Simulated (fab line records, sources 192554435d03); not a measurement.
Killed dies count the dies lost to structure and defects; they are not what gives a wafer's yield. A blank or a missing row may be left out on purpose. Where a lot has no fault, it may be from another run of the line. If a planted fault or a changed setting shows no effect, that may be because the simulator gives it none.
A lot that was struck, set against a sound lot | flow n5Finfet | 16 out of 1938 route steps
Sound: the wafers L629.2, L629.5, L629.6. Struck: wafers L626.1, L626.2, L626.4. The cause comes at the end.
Order at every step that has rows: each side's tool, ch and its chambers, its first start. Under that, the readings that differ: sound wafers | struck wafers | difference of the means | sigmas: that difference in standard deviations of wafers without a fault.
alike: a reading whose means differ by less than 2 such deviations, as well as words and numbers matching on both sides. not compared: withheld readings; readings where some wafer has no value; bounds like >300 that might hide an equal value; numbers whose values overlap and for which the record gives no deviation.
A row with sigmas, a row that says differs or no value, or rows on one side alone: a step with any of these is where the two part. When numbers do not overlap yet have no deviation, they are printed without sigmas and do not part them. A reading that every wafer of one side lacks parts them only if that side has two wafers or more.

N5_MOL_CONTACT_COAG_ETCH_15: etches SiNx in CH3F/O2, stops on Si:P, target depth 7 nm.
  sound on rieDiel-05 ch 0,2, day 8 04:57; struck on rieDiel-05 ch 0,1,3, day 7 08:59
  alike: drypumpMotorCurrentA, oesProductAu, rfFwdPowerW, rfVppV, showerheadPlenumPTorr, throttleValvePct
  not compared: rfHoursCounterH
N5_MOL_CONTACT_COAG_ETCH_110: etches Si in CF4/O2, target depth 2.5 nm, time 8 s.
  sound on rieDiel-05 ch 0,2, day 8 05:01; struck on rieDiel-05 ch 0,1,3, day 7 09:03
  alike: cf4FlowSccm, drypumpMotorCurrentA, oesProductAu, rfFwdPowerW, rfVppV, showerheadPlenumPTorr, throttleValvePct
  not compared: rfHoursCounterH
N5_MOL_CONTACT_COAG_STRIP_98: strips in N2/H2.
  sound on rieDiel-05 ch 0,2, day 8 05:04; struck on rieDiel-05 ch 0,1,3, day 7 09:06
  alike: biasPowerW, drypumpMotorCurrentA, oesProductAu, rfVppV, showerheadPlenumPTorr, throttleValvePct
  not compared: rfHoursCounterH
N5_MOL_CONTACT_COAG_CD_MEAS_99: target cd 17.2 nm.
  sound on cdSem-01, day 8 05:08; struck on cdSem-02, day 7 09:10
  alike: cdNm
then, 2 steps without rows for these wafers: N5_MOL_CONTACT_COAG_IMPLANT_129; N5_MOL_CONTACT_COAG_PRECLEAN_111 (cleans in NF3:NH3, afs cycles 1, time 20 s, sublimation time 60 s).
N5_MOL_CONTACT_COAG_TI_SIL_19: material Ti, target thk 4.2 nm, time 15 s.
  sound on pvdSputter-01, day 8 07:40; struck on pvdSputter-03, day 7 10:28
  alike: throttleValvePct
then, 5 steps without rows for these wafers: N5_MOL_CONTACT_COAG_ALD_20 (deposits TiN, target thk 1.5 nm, pulse time 1 s, purge time 3 s); N5_MOL_CONTACT_COAG_SIL_ANNEAL_21 (time 60 s); N5_MOL_CONTACT_COAG_PRE_CLEAN_141 (time 60 s); N5_MOL_CONTACT_COAG_SPUTTER_143 (material Co, target thk 2.5 nm); N5_MOL_CONTACT_COAG_CO_FILL_22 (material Co, precursor CCTBA/H2, target thk 20 nm).
N5_MOL_CONTACT_COAG_ANNEAL_113: time 300 s.
  sound on rtpAnneal-02 ch 0, day 8 12:59; struck on rtpAnneal-02, day 7 12:32
  no value came back on the struck wafers for any of 5 readings (annealTempC (C), annealTempCMax and others); on the sound wafers annealTempC (C) reads 400.03 400.05 399.96
N5_MOL_CONTACT_COAG_PRE_CLEAN_142: time 60 s.
  sound on pvdSputter-02, day 8 13:58; struck on pvdSputter-01, day 7 14:25
  alike: heaterPowerW
-- here the record skips 3 days between the struck wafers' starts before and after, leaving off in module MOL_CONTACT_COAG and picking up in module BEOL_M4 (first step shown: number 1111 of the route) --
N5_BEOL_M4_RC_MEAS_101:
  sound on prober-02 ch 0, day 11 16:33; struck on prober-01 ch 0, day 10 06:07
  alike: DIBL_N, DIBL_P, IOFF_N, IOFF_P, ION_N, ION_P, SS_N, SS_P, VT_N, VT_P
-- the record jumps here: 5 days lie between the struck wafers' starts before and after (it left off in module BEOL_M4 and takes up again in module PASSIVATION, whose first step shown is number 1936 of the route) --
N5_PASSIVATION_PROBE_49:
  sound on prober-02, day 15 20:45; struck on prober-02, day 14 21:32
reading          | sound    | struck   | difference | sigmas
killedAtFrontEnd | 46 64 43 | 23 23 28 | -26        | -2
  alike: defectLimitedYield, killed_at_M0_to_M3, killed_at_M4_up, killedAtContacts, killedAtOther, killedDies, killedOpen, killedShort, sort_bin_5_function, sort_bin_6_memory, sortNPass, sortYieldPct

WHERE THEY PART
Last at N5_PASSIVATION_PROBE_49 as far as this record goes, first at N5_MOL_CONTACT_COAG_ANNEAL_113.

WHY: what had been put in by the simulator
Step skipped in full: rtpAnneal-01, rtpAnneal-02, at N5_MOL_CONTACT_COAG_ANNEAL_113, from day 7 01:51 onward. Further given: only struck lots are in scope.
